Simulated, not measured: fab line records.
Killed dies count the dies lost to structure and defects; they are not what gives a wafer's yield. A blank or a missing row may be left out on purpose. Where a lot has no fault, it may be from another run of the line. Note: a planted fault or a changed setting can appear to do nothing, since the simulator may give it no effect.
Chamber matching -- flow nand_harc -- 3 sister chambers for NHARC_P_M0_DEP_32 on pecvd-03
The step deposits SiCN, target thk 30 nm. 18 wafers are shown with their chamber, then 9 later ones without.

## WAFERS WITH THEIR CHAMBER
wafer,chamber,showerhead_vpp_V (V),heater_power_w (W),heater_power_outer_w (W)
L077.2,0,1148,601,339
L077.3,2,1357,574,315
L077.5,0,1153,607,338
L078.3,0,1147,562,315
L078.5,2,1347,551,293
L078.6,0,1130,562,303
L079.2,1,1285,526,303
L079.3,0,1144,597,338
L079.6,2,1345,557,307
L080.1,0,1165,537,301
L080.2,1,1260,501,278
L080.6,2,1366,533,290
L085.2,0,1126,571,323
L085.3,1,1248,522,297
L085.6,2,1357,467,245
L088.1,1,1250,489,273
L088.4,0,1159,516,274
L088.5,1,1261,489,279

SIGNATURES (means of the wafers above)
reading,chamber 0,chamber 1,chamber 2,scatter within a chamber
showerhead_vpp_V,1146.50,1260.80,1354.40,12.6
heater_power_w,569.12,505.40,536.40,32
heater_power_outer_w,316.38,286.00,290.00,22.1
Rule: a wafer's distance from a chamber is the root of the sum, over the readings, of the square of ((its reading less the chamber's mean) divided by the reading's scatter). If the next closest chamber is less than 2 further off than the closest, the wafer can't be placed; otherwise it belongs to the closest. How the scatter is found: for the shown wafers, subtract from each reading the mean of its chamber, square and add these, divide the total by (wafers less chambers), then take the root.

## WAFERS WITH NO CHAMBER GIVEN
wafer,showerhead_vpp_V (V),heater_power_w (W),heater_power_outer_w (W)
L090.1,1141,599,328
L090.3,1282,523,280
L090.5,1343,594,330
L094.1,1258,560,328
L094.4,1169,577,322
L094.6,1361,504,251
L097.2,1270,491,271
L097.3,1339,564,304
L097.5,1350,572,304

## WHICH CHAMBER EACH ONE RAN IN
wafer,from the rows above,in truth
L090.1,0,0
L090.3,1,1
L090.5,2,2
L094.1,1,1
L094.4,0,0
L094.6,2,2
L097.2,1,1
L097.3,2,2
L097.5,2,2
Placed correctly: 9 of 9. Can't be placed from these rows: 0. Wrongly placed: 0.
